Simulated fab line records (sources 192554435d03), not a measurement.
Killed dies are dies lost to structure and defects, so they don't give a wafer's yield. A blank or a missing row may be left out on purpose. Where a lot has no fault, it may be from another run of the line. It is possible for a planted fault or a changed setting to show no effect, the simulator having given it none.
2 desks, one fault	flow n5 finfet	each desk has only its own numbers; what lay behind them comes last

METROLOGY DESK
What the gauges read, lot by lot, whatever tool the lot ran on: means of the sampled wafers that have a number. If a lot's mean is further than 4 standard deviations from the usual mean, the lot is out of limits and carries the mark OUT (the distance appears in the brackets). Of its 10 readings 7 are shown: those that lie furthest out on some lot.
Columns: A = DIBL_N at N5_BEOL_M4_RC_MEAS_101, usual 37.5 mV/V; B = DIBL_P at N5_BEOL_M4_RC_MEAS_101, usual 38 mV/V; C = IOFF_N at N5_BEOL_M4_RC_MEAS_101, usual 0.19 nA/um; D = ION_N at N5_BEOL_M4_RC_MEAS_101, usual 679 uA/um; E = ION_P at N5_BEOL_M4_RC_MEAS_101, usual 465 uA/um; F = SS_P at N5_BEOL_M4_RC_MEAS_101, usual 73.7 mV/dec; G = VT_P at N5_BEOL_M4_RC_MEAS_101, usual -249 mV
lot	first seen here	A	B	C	D	E	F	G
L954	day 7 19:30	38.9	39	0.21	678	462	73.7	-248
L962	day 10 21:20	39.0	40	0.19	690	471	74.4	-246
L977	day 14 05:17	33.6	35	0.15	674	468	72.7	-249
This desk found nothing out of limits on any of the 3 lots.

AT THE TOOL OWNER'S DESK: pecvd-02
The tool's own readings at N5_BEOL_M0_SAQP_ILD_DEP_01 (deposits SiOC from DEMS/O2, target thk 45.419 nm, time 8.7 s): means of the sampled wafers that have a number, for each lot that ran on this tool. If a lot's mean is further than 4 standard deviations from the usual mean, the lot is out of limits and carries the mark OUT (the distance appears in the brackets).
Columns: A = heater power w at N5_BEOL_M0_SAQP_ILD_DEP_01, usual 488 W; B = showerhead plenum p Torr at N5_BEOL_M0_SAQP_ILD_DEP_01, usual 5.695 Torr; C = susceptor temp C at N5_BEOL_M0_SAQP_ILD_DEP_01, usual 350.01 C; D = throttle valve pct at N5_BEOL_M0_SAQP_ILD_DEP_01, usual 11.9 %
lot	first seen here	A	B	C	D
L954	day 5 08:30	461	5.687	349.74	11.6
L962	day 7 15:52	458	5.692	350.01	12.2
This desk found nothing out of limits on any of the 2 lots.

ALL TOGETHER
Nothing out of limits was seen by the metrology desk.
The tool owner's desk saw nothing out of limits.

WHAT THE SIMULATOR HAD PUT IN
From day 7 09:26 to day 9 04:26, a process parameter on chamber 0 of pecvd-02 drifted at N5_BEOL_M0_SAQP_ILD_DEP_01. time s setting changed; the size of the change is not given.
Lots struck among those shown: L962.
